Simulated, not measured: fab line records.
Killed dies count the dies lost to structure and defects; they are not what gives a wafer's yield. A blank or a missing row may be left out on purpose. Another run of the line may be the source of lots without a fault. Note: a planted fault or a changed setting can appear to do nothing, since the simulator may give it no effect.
fab line records	flow nand_harc
record lots=12	wafers=36	last_day=33
route steps=1302 shown A_BLC@1119 A_M0@1151 END@1302
lots that met no fault: taken from a fault-free run of the same line
start_h: the number of hours between the record's first day and the start of the first shown wafer of the lot	wait_h: hours elapsed since this lot's preceding step	" unchanged from the row above	L1.1+2: one row covering several wafers at once	- no value present, or no start provided	* or withheld: withheld	< > ~ a bound
route shown NAME@n: a module of which the file shows steps, and the number in the route of the first	usual: mean/standard deviation of fault-free wafers	same: alike in all rows	chamber/n: place in a boat	sites: readings site by site	_std_site: their standard deviation	_edge_site: the outer-site mean with the inner-site mean subtracted	radius_mm: for every site, how far away it sits from the centre of the wafer	mask NAME#n: copy n	behind: tool/chamber where the wafer was last shaped	hold: why the lot went on hold/how many hours it stayed there/how the hold came to an end	device: names the non-switching transistor (n, p or np)	end of line: the route-end tests of the same wafers	step lacking rows: just its recipe	killed: at the first sort, the dies lost to defects and structure; wafer yield is something else	map: shows each die of a wafer: x if killed, . if not, _ if none is there
set.NAME: setting as actually run; set.NAME@STEP: the setting as run at that earlier step	model.NAME: the simulator's own value behind a step, which no gauge read
route steps across a sampled set of lots; one table per step, one row per wafer
services: when a tool's chamber went out of use (start_h, in hours from the record's first day, below 0 if earlier), for how many hours, and the reason
## steps
# step NHARC_A_BLC_INSPECT_12
# usual raw_defect_count=82/40
lot.wafer	tool	chamber	start_h	wait_h	raw_defect_count
L993.1	defect_inspect-02	-	504.57	0.0	61
L993.2	"	-	"	"	69
L993.4	"	-	"	"	72
L994.2	defect_inspect-02	-	524.35	0.0	104
L994.5	"	-	"	"	131
L994.6	"	-	"	"	83
L996.2	defect_inspect-01	-	533.65	0.0	74
L996.3	"	-	"	"	66
L996.6	"	-	"	"	88
L997.1	defect_inspect-01	-	549.50	0.0	104
L997.3	"	-	"	"	116
L997.5	"	-	"	"	104
L100.3	defect_inspect-02	-	589.11	0.0	22
L100.4	"	-	"	"	26
L100.6	"	-	"	"	27
L101.1	defect_inspect-01	-	592.13	0.0	159
L101.4	"	-	"	"	172
L101.6	"	-	"	"	167
L109.1	defect_inspect-02	-	665.38	0.0	93
L109.3	"	-	"	"	102
L109.5	"	-	"	"	108
L112.1	defect_inspect-02	-	702.53	0.0	94
L112.2	"	-	"	"	85
L112.3	"	-	"	"	61
L113.1	defect_inspect-01	-	708.83	0.0	135
L113.2	"	-	"	"	109
L113.4	"	-	"	"	99
L114.2	defect_inspect-01	-	718.56	0.0	41
L114.3	"	-	"	"	35
L114.6	"	-	"	"	46
L116.2	defect_inspect-01	-	734.80	0.0	154
L116.3	"	-	"	"	124
L116.6	"	-	"	"	127
L115.1	defect_inspect-02	-	736.64	0.0	28
L115.2	"	-	"	"	18
L115.6	"	-	"	"	14
# step NHARC_A_M0_ETCH_34
# recipe target_depth_a=400	overetch_a=120	time_s=43.94	ion_energy_ev=200	n2_flow_sccm=150	h2_flow_sccm=150	ar_flow_sccm=0	rf_w=400	bias_w=150	chemistry=N2/H2
# usual drypump_motor_current_A=6.1/0.5	oes_product_au=1.002/0.01	rf_vpp_V=431.8/1.8	showerhead_plenum_p_Torr=2.09/0.062	throttle_valve_pct=14.170/0.0091
lot.wafer	tool	chamber	start_h	wait_h	drypump_motor_current_A	oes_product_au	rf_hours_counter_h	rf_vpp_V	showerhead_plenum_p_Torr	throttle_valve_pct
L993.1	rie_diel-11	2	508.76	0.1	6.5	0.981	5	431.8	2.12	14.163
L993.2	"	3	"	"	6.4	0.998	4	429.1	1.98	14.155
L993.4	"	0	"	"	5.5	0.994	4	430.5	2.03	14.153
L994.2	rie_diel-09	1	528.58	0.1	5.7	1.018	1	431.5	2.06	14.162
L994.5	"	1	"	"	5.7	1.013	-	432.5	2.06	14.171
L994.6	"	3	"	"	6.2	0.989	-	431.0	2.03	14.176
L996.3	rie_diel-11	0	537.91	0.1	5.6	1.010	5	432.0	2.03	14.160
L996.2	"	1	"	"	6.8	1.007	6	432.4	2.12	14.159
L996.6	"	1	"	"	6.8	1.018	-	434.1	2.12	14.174
L997.3	rie_diel-08	3	554.29	0.1	5.0	0.994	0	428.1	2.02	14.173
L997.1	"	0	"	"	5.9	1.025	0	433.9	2.15	14.170
L997.5	"	1	"	"	5.5	0.990	-	434.0	2.14	14.164
L100.3	rie_diel-11	2	593.41	0.1	6.5	0.867	9	433.6	2.11	14.164
L100.4	"	0	"	"	5.5	0.875	8	430.5	2.03	14.174
L100.6	"	2	"	"	6.5	0.874	-	431.9	2.11	14.165
L101.4	rie_diel-11	2	596.22	0.1	6.5	0.850	9	433.7	2.11	14.177
L101.1	"	3	"	"	6.4	0.861	8	429.9	1.98	14.172
L101.6	"	2	"	"	6.5	0.857	-	432.5	2.11	14.160
L109.1	rie_diel-09	0	669.68	0.1	5.7	1.004	7	432.5	2.13	14.169
L109.3	"	2	"	"	5.9	0.999	7	432.4	2.15	14.181
L109.5	"	2	"	"	5.9	1.009	-	433.9	2.15	14.164
L112.3	rie_diel-08	1	706.60	0.1	5.6	0.996	10	433.2	2.13	14.153
L112.1	"	2	"	"	6.8	1.007	11	433.7	2.18	14.160
L112.2	"	3	"	"	5.1	0.998	10	431.2	2.02	14.172
L113.4	rie_diel-11	1	713.22	0.1	6.8	0.999	5	433.1	2.12	14.164
L113.2	"	3	"	"	6.4	0.994	6	429.6	1.98	14.165
L113.1	"	0	"	"	5.6	0.994	5	428.7	2.03	14.163
L114.3	rie_diel-09	2	723.00	0.1	5.9	0.996	3	433.6	2.15	14.182
L114.2	"	0	"	"	5.7	0.981	3	432.2	2.12	14.162
L114.6	"	2	"	"	5.9	0.994	-	432.4	2.15	14.173
L116.3	rie_diel-08	3	739.05	0.1	5.1	0.999	1	431.0	2.02	14.172
L116.2	"	1	"	"	5.5	0.998	1	432.1	2.13	14.180
L116.6	"	3	"	"	5.0	1.011	-	431.4	2.02	14.175
L115.2	rie_diel-08	0	740.87	0.1	5.9	1.007	1	432.6	2.14	14.177
L115.1	"	3	"	"	5.1	1.008	1	428.5	2.02	14.195
L115.6	"	0	"	"	5.9	1.024	-	433.3	2.14	14.178
# step NHARC_A_M0_STRIP_18
# recipe power_w=1000	n2_flow_sccm=150	h2_flow_sccm=150	ar_flow_sccm=0	bias_w=0	chemistry=N2/H2
# usual drypump_motor_current_A=6.0/0.52	oes_product_au=1.003/0.0099	rf_vpp_V=90.9/0.83	showerhead_plenum_p_Torr=2.09/0.064	throttle_valve_pct=14.172/0.0095
lot.wafer	tool	chamber	start_h	wait_h	drypump_motor_current_A	oes_product_au	rf_hours_counter_h	rf_vpp_V	showerhead_plenum_p_Torr	throttle_valve_pct
L993.4	rie_diel-08	1	509.05	0.1	5.5	1.007	7.7	91.3	2.14	14.165
L993.2	"	2	"	"	6.8	1.018	8.0	91.0	2.19	14.186
L993.1	"	3	"	"	5.1	1.015	8.2	90.4	2.02	14.171
L994.2	rie_diel-09	1	528.92	0.1	5.7	1.016	0.7	89.5	2.06	14.164
L994.6	"	0	"	"	5.7	1.009	-	92.4	2.13	14.165
L994.5	"	3	"	"	6.2	0.993	-	88.8	2.03	14.173
L996.3	rie_diel-08	3	538.21	0.1	5.1	1.010	10.1	90.5	2.02	14.164
L996.2	"	2	"	"	6.8	1.007	9.4	90.6	2.19	14.167
L996.6	"	3	"	"	5.1	1.012	-	90.3	2.02	14.164
L997.3	rie_diel-09	3	554.59	0.1	6.2	0.991	2.4	89.8	2.03	14.166
L997.1	"	0	"	"	5.7	1.005	2.3	90.7	2.13	14.166
L997.5	"	2	"	"	5.9	0.995	-	90.1	2.15	14.174
L100.4	rie_diel-09	0	593.72	0.1	5.7	1.011	4.3	90.3	2.13	14.166
L100.3	"	2	"	"	5.9	1.002	3.7	91.6	2.15	14.188
L100.6	"	3	"	"	6.2	1.005	-	90.4	2.03	14.179
L101.1	rie_diel-08	2	596.51	0.1	6.8	0.998	2.9	92.8	2.19	14.175
L101.4	"	0	"	"	5.9	1.013	1.6	91.1	2.15	14.183
L101.6	"	3	"	"	5.1	1.008	-	89.8	2.02	14.172
L109.3	rie_diel-08	0	670.00	0.1	5.9	1.015	7.8	91.6	2.14	14.167
L109.1	"	2	"	"	6.8	1.000	9.3	93.8	2.18	14.180
L109.5	"	1	"	"	5.5	0.986	-	90.5	2.13	14.166
L112.2	rie_diel-11	3	706.88	0.1	6.4	1.003	5.7	90.6	1.98	14.176
L112.1	"	0	"	"	5.6	0.987	4.9	91.4	2.03	14.166
L112.3	"	1	"	"	6.8	1.015	4.8	91.8	2.12	14.175
L113.1	rie_diel-11	0	713.51	0.1	5.5	1.006	5.0	90.3	2.03	14.164
L113.2	"	1	"	"	6.8	1.029	4.9	91.8	2.12	14.186
L113.4	"	3	"	"	6.4	1.007	5.8	90.7	1.98	14.190
L114.3	rie_diel-11	2	723.31	0.1	6.5	1.008	6.2	91.0	2.11	14.162
L114.2	"	0	"	"	5.5	0.997	5.6	89.9	2.03	14.181
L114.6	"	3	"	"	6.4	1.008	-	89.8	1.98	14.179
L116.2	rie_diel-09	2	739.35	0.1	5.9	1.007	3.9	90.8	2.15	14.160
L116.3	"	0	"	"	5.7	0.996	3.4	90.9	2.12	14.182
L116.6	"	2	"	"	5.9	1.014	-	91.2	2.15	14.177
L115.1	rie_diel-11	0	741.20	0.1	5.6	0.987	8.5	92.1	2.02	14.180
L115.2	"	2	"	"	6.5	1.006	9.3	91.4	2.11	14.163
L115.6	"	0	"	"	5.5	0.994	-	90.1	2.02	14.164
# step NHARC_A_M0_PRE_CLEAN_31
# recipe time_s=12	temp_c=370	rf_power_w=300	gas=NH3
# usual heater_power_w=625/84	susceptor_temp_C=370.00/0.21
lot.wafer	tool	chamber	start_h	wait_h	heater_power_w	susceptor_temp_C
L993.2	pecvd-02	2	511.22	0.1	418	369.90
L993.1	"	0	"	"	526	370.42
L993.4	"	1	"	"	819	369.67
L994.2	pecvd-03	2	531.09	0.1	701	370.02
L994.5	"	2	"	"	697	370.09
L994.6	"	1	"	"	635	369.99
L996.2	pecvd-04	0	540.51	0.1	605	369.68
L996.3	"	2	"	"	563	369.89
L996.6	"	1	"	"	549	369.84
L997.3	pecvd-02	0	556.73	0.1	571	369.95
L997.1	"	2	"	"	463	370.09
L997.5	"	1	"	"	761	370.41
L100.3	pecvd-03	1	595.85	0.1	620	370.08
L100.6	"	2	"	"	747	370.00
L100.4	"	0	"	"	656	370.07
L101.1	pecvd-04	1	599.11	0.1	618	369.96
L101.4	"	1	"	"	606	369.83
L101.6	"	0	"	"	612	369.86
L109.1	pecvd-03	0	672.20	0.1	627	369.76
L109.3	"	1	"	"	583	370.34
L109.5	"	2	"	"	683	370.07
L112.3	pecvd-02	2	709.06	0.1	411	369.93
L112.2	"	0	"	"	556	370.16
L112.1	"	1	"	"	791	370.46
L113.1	pecvd-04	2	715.69	0.1	606	369.70
L113.2	"	0	"	"	602	370.22
L113.4	"	0	"	"	603	369.90
L114.3	pecvd-03	1	725.53	0.1	539	370.23
L114.2	"	2	"	"	736	369.91
L114.6	"	2	"	"	746	369.55
L116.2	pecvd-04	2	741.52	0.1	631	370.29
L116.3	"	0	"	"	607	369.90
L116.6	"	2	"	"	647	370.07
L115.1	pecvd-04	1	743.34	0.1	557	369.90
L115.2	"	2	"	"	664	369.73
L115.6	"	2	"	"	632	370.13
# step NHARC_END_SORT_01
# recipe temp_c=25
# usual defect_limited_yield=91.1/2.9	killed_at_array=55/20	killed_at_other=1.1/1.2	killed_at_periphery=3.8/2.8	killed_dies=60/19	killed_open=3.4/1.9	killed_short=2.2/1.5
# same gross_dies=677
lot.wafer	tool	chamber	start_h	wait_h	defect_limited_yield[%]	killed_at_array	killed_at_other	killed_at_periphery	killed_dies	killed_open	killed_short
L994.2	prober-02	0	569.01	2.8	88.8	72	1	3	76	4	2
L994.5	prober-02	0	571.40	3.7	89.7	65	1	4	70	2	0
L994.6	prober-02	0	572.20	4.0	91.7	47	1	8	56	2	1
L996.2	prober-01	0	575.36	2.8	89.5	61	0	10	71	6	2
L996.3	prober-01	0	576.16	3.1	91.9	49	0	6	55	4	3
L996.6	prober-01	0	578.55	4.0	89.7	58	0	12	70	7	3
# killed by level:class
L994.2 A_CHANNEL_HOLE_D1:chamber_film_flake=33 A_CHANNEL_HOLE_D2:chamber_film_flake=25 A_STAIRCASE:chamber_film_flake=3 A_CONTACT:chamber_film_flake=3 P_ZERO_WELL:chamber_film_flake=2 A_SOURCE_PLATE:geometric_particle:open=1 A_ONON_D1:geometric_particle:open=1 A_CHANNEL_FILL_D1:geometric_particle:short=1
L994.5 A_CHANNEL_HOLE_D1:chamber_film_flake=32 A_CHANNEL_HOLE_D2:chamber_film_flake=20 P_STI:chamber_film_flake=3 A_M1:chamber_film_flake=3 A_CONTACT:chamber_film_flake=2 A_M0:chamber_film_flake=2 A_DECK1_JOINT:geometric_particle:open=1 A_CHANNEL_FILL_D2:geometric_particle:open=1
L994.6 A_CHANNEL_HOLE_D1:chamber_film_flake=22 A_CHANNEL_HOLE_D2:chamber_film_flake=14 P_ZERO_WELL:chamber_film_flake=5 P_GATE:chamber_film_flake=3 A_STAIRCASE:chamber_film_flake=2 A_WL_FILL:chamber_film_flake=2 A_M1:chamber_film_flake=2 A_CHANNEL_FILL_D1:geometric_particle:short=1
L996.2 A_CHANNEL_HOLE_D1:chamber_film_flake=33 A_CHANNEL_HOLE_D2:chamber_film_flake=8 A_CONTACT:chamber_film_flake=6 P_M2:chamber_film_flake=5 A_STAIRCASE:chamber_film_flake=3 A_WL_FILL:chamber_film_flake=3 P_CONTACT:geometric_particle:open=2 A_M0:geometric_particle:open=2
L996.3 A_CHANNEL_HOLE_D1:chamber_film_flake=26 P_M2:chamber_film_flake=5 A_CHANNEL_HOLE_D2:chamber_film_flake=5 A_STAIRCASE:chamber_film_flake=3 A_CONTACT:chamber_film_flake=3 A_CHANNEL_FILL_D1:chamber_film_flake=2 A_CHANNEL_FILL_D2:chamber_film_flake=2 P_CONTACT:geometric_particle:short=1
L996.6 A_CHANNEL_HOLE_D1:chamber_film_flake=30 A_CHANNEL_HOLE_D2:chamber_film_flake=10 P_M2:chamber_film_flake=6 P_GATE:chamber_film_flake=3 A_STAIRCASE:chamber_film_flake=3 A_ONON_D1:geometric_particle:short=2 A_CHANNEL_FILL_D2:chamber_film_flake=2 A_CHANNEL_HOLE_D2:geometric_particle:open=2
## services
tool	chamber	start_h	hours	kind
rie_diel-08	1	486.17	3.1	repair
rie_diel-11	0	490.50	-	clean
rie_diel-09	-	497.15	9.0	pm
pecvd-03	2	500.39	11.2	repair
rie_diel-09	0	510.14	4.2	repair
rie_diel-09	2	525.57	9.4	repair
rie_diel-11	3	526.15	14.8	repair
rie_diel-08	-	544.81	9.0	pm
pecvd-03	-	547.00	13.0	pm
rie_diel-08	0	579.45	3.8	repair
pecvd-02	-	589.05	13.0	pm
rie_diel-09	0	589.79	1.5	repair
rie_diel-11	-	609.50	9.0	pm
rie_diel-08	1	615.17	13.5	repair
rie_diel-09	-	618.97	0.8	repair
pecvd-02	-	631.61	0.8	repair
pecvd-04	-	631.63	13.0	pm
pecvd-02	0	646.26	17.9	repair
rie_diel-09	-	658.58	1.9	repair
rie_diel-09	1	664.22	12.5	repair
pecvd-03	-	672.66	1.4	repair
rie_diel-09	-	674.15	9.0	pm
rie_diel-08	-	721.81	9.0	pm
pecvd-03	-	728.00	13.0	pm
## key
first_sign step=NHARC_A_M0_ETCH_34	reading=oes_product_au	direction=down	sigmas=14	usual=1.002	struck=0.864
effect none on later readings
met_at NHARC_A_M0_ETCH_34
struck_lots L100,L101
not_acting_at NHARC_A_BLC_INSPECT_12,NHARC_A_M0_STRIP_18,NHARC_A_M0_PRE_CLEAN_31
onset_between 537.91 593.41
fault kind=process_parameter_drift	tool=rie_diel-11	chamber=-	onset_h=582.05	steps=NHARC_A_M0_ETCH_34	channel=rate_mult	offset=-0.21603	shape=step	end_h=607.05
